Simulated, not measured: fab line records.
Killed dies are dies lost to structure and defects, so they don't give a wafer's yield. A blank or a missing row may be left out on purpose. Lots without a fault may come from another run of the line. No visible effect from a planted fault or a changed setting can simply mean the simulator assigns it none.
The tool behind it: which one?    flow n5_finfet    11 lots with 33 wafers sampled at 2 steps, on a route of 1938 steps

WHAT THE GAUGES READ, wafer by wafer
N5_BEOL_M8_OVL_MEAS_12.
lot   measured      on          M8_OVL (nm)
L262  day 9 22:23   overlay-01  0.1 0.0 -0.6
L267  day 10 20:35  overlay-02  0.0 -0.1 -0.4
L269  day 10 21:02  overlay-02  0.1 0.0 -0.1
L270  day 11 07:15  overlay-02  -0.5 1.0 -0.6
L273  day 12 08:41  overlay-01  0.1 0.8 0.9
L274  day 12 11:38  overlay-01  1.7 0.7 -0.1
L276  day 13 05:59  overlay-02  0.5 0.7 0.2
L281  day 14 10:05  overlay-01  -0.8 -1.0 -0.6
L280  day 14 15:13  overlay-01  -0.1 -0.1 1.0
L282  day 14 21:01  overlay-01  0.9 0.3 1.5
L283  day 15 07:45  overlay-01  1.0 1.0 -0.2

WHAT TOOL EACH LOT RAN ON (gives the tool, then ch and the chambers of the sampled wafers, and finally the start)
lot   N5_BEOL_M8_HM_DEP_02
L262  pvd_sputter-03, day 9 21:51
L267  pvd_sputter-03, day 10 20:03
L269  pvd_sputter-03, day 10 20:38
L270  pvd_sputter-01, day 11 06:43
L273  pvd_sputter-03, day 12 08:06
L274  pvd_sputter-01, day 12 11:06
L276  pvd_sputter-03, day 13 05:27
L281  pvd_sputter-01, day 14 09:34
L280  pvd_sputter-01, day 14 14:41
L282  pvd_sputter-03, day 14 20:29
L283  pvd_sputter-02, day 15 07:21
- N5_BEOL_M8_HM_DEP_02: deposits TiN, target thk 20 nm.

THE ANSWER, worked out from the rows above alone
Rule: the usual values come from the lots themselves. The widest of any qualifying gaps counts: lots, ordered by their means at a reading, are off when they make up no more than a third of the lots, leave a main group of 4 or more, and stand apart from it by 3 or more times the standard deviation of that group's means. The tables above print the reading to a certain number of digits; a main group whose means all agree to those digits is not used. A lot without any number at a reading at which 4 lots or more have one is off too. Where the step has rows for the other lots, those lots are counted as sound.
Across all readings shown, no lot is off: no conclusion can be drawn from this.

WHAT THE SIMULATOR HAD INSERTED
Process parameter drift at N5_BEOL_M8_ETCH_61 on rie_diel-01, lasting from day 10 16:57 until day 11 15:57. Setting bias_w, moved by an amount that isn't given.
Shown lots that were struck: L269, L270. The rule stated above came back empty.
